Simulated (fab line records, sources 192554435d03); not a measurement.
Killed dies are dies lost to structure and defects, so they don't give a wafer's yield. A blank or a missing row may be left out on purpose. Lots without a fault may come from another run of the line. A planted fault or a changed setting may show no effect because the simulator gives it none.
A struck lot beside a sound one | flow n5_finfet | 16 steps out of a route of 1938
Sound: wafers L618.2, L618.3, L618.5. Struck: wafers L628.5, L628.6. (L628.2 of the same lot was not struck and is left out.) The cause comes at the end.
At each step with rows: each side's tool, then ch and its chambers, then its first start. Under that, the readings that differ: sound wafers | struck wafers | difference of the means | sigmas: that difference in standard deviations of wafers without a fault.
alike: readings whose means differ by less than 2 such deviations, and words and numbers that are the same on both sides. not compared: withheld readings, readings that some wafer has no value for, bounds like >300 that may hide the same value, and numbers for which the record gives no deviation and whose values overlap.
The two part at a step that has a row with sigmas, a row that says differs or no value, or rows on one side only. Numbers that don't overlap but have no deviation are shown without sigmas and don't part them. A reading that every wafer of one side lacks parts them only if that side has two wafers or more.

first, 1 step without rows for these wafers: N5_BEOL_M3_DEVELOP_27 (develop time 30 s).
N5_BEOL_M3_CD_MEAS_28: target cd 25.7 nm, target cd y 23.3 nm.
  sound on cd_sem-02 ch 0, day 9 21:34; struck on cd_sem-01 ch 0, day 12 14:07
  reading    | sound             | struck      | difference | sigmas
  cd_nm (nm) | 25.77 25.23 25.42 | 26.07 26.09 | +0.61      | +3
N5_BEOL_M3_OVL_MEAS_29:
  sound on overlay-01 ch 0, day 9 21:35; struck on overlay-02 ch 0, day 12 14:09
  alike: V2_OVL
N5_BEOL_M3_INSPECT_30: inspects for defects (brightfield).
  sound on defect_inspect-01, day 9 21:39; struck on defect_inspect-02, day 12 14:12
  alike: raw_defect_count
N5_BEOL_M3_DESCUM_33: chemistry O2, time 7 s.
  sound on rie_diel-05 ch 0,1,2, day 9 22:16; struck on rie_diel-01 ch 2,3, day 12 14:14
  alike: bias_power_w, drypump_motor_current_A, o2_flow_sccm, oes_product_au, rf_vpp_V, showerhead_plenum_p_Torr, throttle_valve_pct
  not compared: rf_hours_counter_h
N5_BEOL_M3_ETCH_77: etches underlayer in N2/H2, target depth 6.5 nm, time 5.2 s.
  sound on rie_diel-05 ch 0,1,2, day 9 22:18; struck on rie_diel-01 ch 2,3, day 12 14:16
  alike: drypump_motor_current_A, etch_rf_on_time_s, oes_product_au, rf_vpp_V, showerhead_plenum_p_Torr, throttle_valve_pct
  not compared: rf_hours_counter_h
N5_BEOL_M3_ETCH_69: etches SiARC in CF4, target depth 15.6 nm, time 26 s.
  sound on rie_diel-05 ch 0,1,2, day 9 22:19; struck on rie_diel-01 ch 2,3, day 12 14:17
  alike: drypump_motor_current_A, etch_rf_on_time_s, oes_product_au, rf_vpp_V, showerhead_plenum_p_Torr, throttle_valve_pct
  not compared: rf_hours_counter_h
N5_BEOL_M3_ALD_98: deposits SiO2, target thk 2.5 nm, pulse time 1 s, co reactant pulse time 1 s.
  sound on ald_sin-02 ch 0,2,3, day 9 22:37; struck on ald_sin-01 ch 2,3, day 12 14:46
  alike: heater_power_w, precursor_pulse_height_rel, susceptor_temp_C
then, 1 step without rows for these wafers: N5_BEOL_M3_ETCHBACK_99 (etches SiO2 in CHF3, target depth 5 nm, time 10.4 s).
N5_BEOL_M3_ETCH_70: etches SOC in N2/H2, target depth 80 nm, overetch 16 nm, time 120 s.
  sound on rie_diel-06 ch 1,3, day 10 10:14; struck on rie_diel-01 ch 0,3, day 12 15:23
  alike: drypump_motor_current_A, oes_product_au, rf_vpp_V, showerhead_plenum_p_Torr, throttle_valve_pct
  not compared: rf_hours_counter_h
then, 2 steps without rows for these wafers: N5_BEOL_M3_STRIP_71 (strips in N2/H2); N5_BEOL_M3_STRIP_78 (strips in N2/H2).
N5_BEOL_M3_VIA_ETCH_34: etches the open film in C4F6/O2, target depth 69.4 nm, time 65.9 s.
  sound on rie_diel-06 ch 1,3, day 10 10:20; struck on rie_diel-01 ch 0,3, day 12 15:30
  reading                                  | sound           | struck      | difference | sigmas
  oes_product_au (a.u.)                    | 0.77 0.83 0.77  | 0.60 0.67   | -0.16      | -2
  model.etch.depth_nm (nm)                 | 68.4 69.9 68.35 | 52.11 52.33 | -16.66     |
  model.SOC_of_BEOL_M3_COAT_67.thk_nm (nm) | 52 52.2 52      | 54 53.8     | +2         |
  alike: drypump_motor_current_A, rf_vpp_V, showerhead_plenum_p_Torr, throttle_valve_pct
  not compared: rf_hours_counter_h
then, 1 step without rows for these wafers: N5_BEOL_M3_STRIP_83 (strips in C4F6/O2).
N5_BEOL_M4_RC_MEAS_101:
  sound on prober-01 ch 0, day 11 01:49; struck on prober-01 ch 0, day 13 18:43
  reading        | sound             | struck      | difference | sigmas
  IOFF_N (nA/um) | 0.120 0.146 0.125 | 0.138 0.263 | +0.070     | +2
  IOFF_P (nA/um) | 0.15 0.18 0.17    | 0.19 0.36   | +0.11      | +3
  ION_P (uA/um)  | 457 458 450       | 464 477     | +16        | +2
  SS_N (mV/dec)  | 70.9 71.0 70.3    | 71.0 73.4   | +1.5       | +3
  VT_N (mV)      | 253 253 256       | 249 242     | -8         | -3
  VT_P (mV)      | -255 -256 -256    | -250 -242   | +10        | +3
  alike: DIBL_N, DIBL_P, ION_N, SS_P
then, 1 step without rows for these wafers: N5_PASSIVATION_PROBE_49.

WHERE THEY PART
First at N5_BEOL_M3_CD_MEAS_28; last, within this record, at N5_BEOL_M4_RC_MEAS_101.

WHY: what the simulator had put in
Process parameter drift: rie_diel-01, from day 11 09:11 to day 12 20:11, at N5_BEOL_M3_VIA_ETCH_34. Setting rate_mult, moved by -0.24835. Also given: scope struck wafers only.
